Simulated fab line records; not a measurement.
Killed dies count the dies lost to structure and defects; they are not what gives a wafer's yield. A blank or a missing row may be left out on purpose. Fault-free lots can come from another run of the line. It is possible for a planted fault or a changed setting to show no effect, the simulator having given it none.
A struck lot beside a sound one    flow nand harc    15 out of 1159 route steps
Sound: these wafers, L465.3, L465.4, L465.5. Struck: wafer L473.6 (L473.1, L473.3, from the same lot, were not struck and are left out); the cause is given at the end.
Order at every step that has rows: each side's tool, ch and its chambers, its first start. Under that, the readings that differ: sound wafers    struck wafers    difference of the means    sigmas: that difference in standard deviations of wafers without a fault.
alike: readings with means less than 2 such deviations apart, plus words and numbers identical on both sides. not compared: withheld readings, readings lacking a value on some wafer, bounds such as >300 that could conceal the same value, and numbers that have no deviation in the record and whose values overlap.
Wherever a step has rows on one side only, a row that says differs or no value, or a row with sigmas, the two part there. When numbers do not overlap yet have no deviation, they are printed without sigmas and do not part them. A reading missing from all wafers of one side parts the sides only when that side holds two or more wafers.

first, 1 step without rows for these wafers: NHARC_A_CHANNEL_HOLE_D1_STRIP_43 (strips in O2/COS).
NHARC_A_CHANNEL_HOLE_D1_ETCH_44: etches the open film in CF4/O2, target depth 140 nm, overetch 14 nm, time 77 s.
  sound on rie diel-09 ch 0,3, day 11 11:41; struck on rie diel-13 ch 3, day 12 01:49
  alike: cf4 flow sccm, chamber pressure mTorr, drypump motor current A, oes product au, rf fwd power W, rf vpp V, showerhead plenum p Torr, throttle valve pct
  not compared: rf hours counter h
NHARC_A_CHANNEL_HOLE_D1_STRIP_27: strips in O2.
  sound: rie diel-09 ch 0,1,3; struck: rie diel-13 ch 0
  alike: chamber pressure mTorr, drypump motor current A, oes product au, rf vpp V, showerhead plenum p Torr, throttle valve pct
  not compared: rf hours counter h
then, 2 steps without rows for these wafers: NHARC_A_CHANNEL_HOLE_D1_PRECLEAN_28 (cleans in SC1); NHARC_A_CHANNEL_HOLE_D1_SRD_29.
NHARC_A_CHANNEL_HOLE_D1_CD_MEAS_30:
  sound: cd sem-02 at day 11 12:29; struck: cd sem-02 at day 12 02:37
reading     sound           struck  difference  sigmas
cd nm (nm)  89.3 90.6 90.8  87.7    -2.5        -2
following that, these wafers have no rows for 1 step: NHARC_A_CHANNEL_HOLE_D1_XSEM_31.
NHARC_A_CHANNEL_HOLE_D1_INSPECT_40:
  sound: defect inspect-02 at day 11 12:40; struck: defect inspect-02 at day 12 02:48
  alike: raw defect count
then, 2 steps without rows for these wafers: NHARC_A_CHANNEL_FILL_D1_PRECLEAN_00 (cleans in SC1); NHARC_A_CHANNEL_FILL_D1_SRD_01.
NHARC_A_CHANNEL_FILL_D1_ALD_02: deposits SiO2, target thk 6 nm, pulse time 10 s, ald cycles 60.
  sound on ald hk-01 ch 0,1,2, day 11 15:04; struck on ald hk-04 ch 3, day 12 03:07
  alike: heater power outer w, heater power w, precursor pulse height rel
  not compared: ald cycles
NHARC_A_CHANNEL_FILL_D1_ALD_03: deposits SiNx, target thk 6 nm, pulse time 60 s, ald cycles 58.
  sound: ald sin batch-03 ch 0; struck: ald sin batch-02 ch 0
  alike: precursor pulse height rel
  not compared: ald cycles
NHARC_A_CHANNEL_FILL_D1_ALD_14: deposits SiO2, target thk 2.5 nm, pulse time 10 s, ald cycles 25.
  sound on ald hk-04 ch 0,2, day 11 21:29; struck on ald hk-01 ch 0, day 12 09:55
reading                     sound              struck  difference  sigmas
ald cycles                  25 25 25           21      -4          
precursor pulse height rel  0.984 0.982 0.997  1.037   +0.049      +2
  alike: heater power outer w, heater power w
NHARC_A_CHANNEL_FILL_D1_ALD_15: deposits SiNx, target thk 2 nm, pulse time 60 s, ald cycles 19.
  sound: ald sin batch-02 ch 0; struck: ald sin batch-02 ch 0
  alike: precursor pulse height rel
  not compared: ald cycles
-- record jumps: 14 days between struck wafers' starts before vs after; left off in module A_CHANNEL_FILL_D1, resumes in module END, first step shown is number 1159 of the route --
NHARC_END_SORT_01:
  sound on prober-02 ch 0, day 25 09:41; struck on prober-02 ch 0, day 26 11:31
  alike: killed at array, killed at other, killed at periphery, killed dies, killed open, killed short

== WHERE THEY PART ==
First at NHARC_A_CHANNEL_HOLE_D1_CD_MEAS_30; last, within this record, at NHARC_A_CHANNEL_FILL_D1_ALD_14. Later steps at which nothing parts them and some readings are alike: NHARC_A_CHANNEL_FILL_D1_ALD_15, NHARC_END_SORT_01.

WHY: whatever the simulator had introduced
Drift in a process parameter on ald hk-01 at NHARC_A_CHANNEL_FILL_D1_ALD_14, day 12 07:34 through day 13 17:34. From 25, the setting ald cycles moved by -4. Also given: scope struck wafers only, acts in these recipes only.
